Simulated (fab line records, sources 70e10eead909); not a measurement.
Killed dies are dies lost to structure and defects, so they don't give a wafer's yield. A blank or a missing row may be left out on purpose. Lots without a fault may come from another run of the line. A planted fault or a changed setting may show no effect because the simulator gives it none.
Problem report in the 8D (eight disciplines) form, filled by code | flow nand_harc | the parts of the form that need people (team, actions taken, sign-off) are left out

1. THE PROBLEM
thk_nm at NHARC_A_ONON_D1_THK_MEAS_34 reads a mean of 220.1 nm on 6 wafers of 2 lots; wafers without a fault read 200.1 nm with a standard deviation of 2.9. That is +6.9 standard deviations from the usual mean.
The step: measures by ellipsometry.
First seen on wafer L566.2, day 15 13:12, on film_metro-02. The record holds 39 wafers of 13 lots with a number at this step. Rule for "out", or "out of limits": more than 4 standard deviations from the usual mean. The other wafers with a number count as sound.

2. WHAT IT IS AND WHAT IT IS NOT
question                    | is                     | is not
which readings at this step | thk_nm                 | -
which lots                  | L566, L568             | L550, L552, L553, L554, L557, L559, L561, L569, L570, L571, L572
which wafers of those lots  | all that have a number | -
read on which gauges        | film_metro-02          | film_metro-01
when                        | from day 15 13:12      | up to then (21 sound wafers); but 12 sound wafers of L569, L570, L571, L572 came after

3. SUSPECTS, AND WHAT RULES EACH OUT
Counting: a tool at a process step up to the reading stays a suspect if it ran every lot that is out and no sound lot after the first of them.
- the gauge at NHARC_A_ONON_D1_THK_MEAS_34: ruled out. All the wafers that are out were read on film_metro-02, but those of them that NHARC_A_ONON_D1_DEP_33 has rows for are out there too, on other tools.
- pecvd-02 at NHARC_A_ONON_D1_DEP_33 (deposits SiO2, target thk 200 nm): kept. It ran every lot that is out, first L566 (day 15 12:47), and no sound lot after that; its last sound lot up to then is L559 (day 12 13:46). Its own readings are out on those wafers: rf_fwd_power_W.
Left after counting: pecvd-02 at NHARC_A_ONON_D1_DEP_33.

4. THE CAUSE (what the simulator had put in)
Process parameter drift: pecvd-02, from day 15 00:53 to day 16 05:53, at NHARC_A_ONON_D1_DEP_33. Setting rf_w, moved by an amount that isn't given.
Counting left only this tool.

5. THE CHAIN OF EFFECTS, in route order
Each row: a reading whose mean over the struck wafers that have a number lies more than 3 standard deviations from the usual. Only readings for which the record gives a usual standard deviation are gone through. hours: the time from each lot's start at the first step in this table that gives one to its start at this step, as a median over the lots. sigmas: the change in usual standard deviations.
hours | step                        | reading          | usual    | on struck wafers | change | sigmas
0     | NHARC_A_ONON_D1_DEP_33      | rf_fwd_power_W   | 898.3 W  | 1259.0           | +360.7 | +99 or more
0     | NHARC_A_ONON_D1_DEP_33      | showerhead_vpp_V | 1877 V   | 2254             | +378   | +4.1
0     | NHARC_A_ONON_D1_THK_MEAS_34 | thk_nm           | 200.1 nm | 220.1            | +20.0  | +6.9
The process steps in it:
- NHARC_A_ONON_D1_DEP_33: deposits SiO2, target thk 200 nm.
Later measuring or inspecting steps at which every struck wafer that the step has a row for has a number for every such reading, and none has moved that far: NHARC_END_SORT_01.

6. WHAT WOULD HAVE CAUGHT IT SOONER
In this record the first reading out of limits at a measuring or inspecting step was taken at day 15 13:12, 12 hours after the fault began at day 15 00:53.
The tool's own readings at NHARC_A_ONON_D1_DEP_33 were out on every struck wafer that the step has a row for (rf_fwd_power_W): an alarm limit on them would have fired on the first of those.
Of the lots that are out (2), L568 began NHARC_A_ONON_D1_DEP_33 on pecvd-02 after day 15 13:12. A hold on the tool at that time would have spared it.
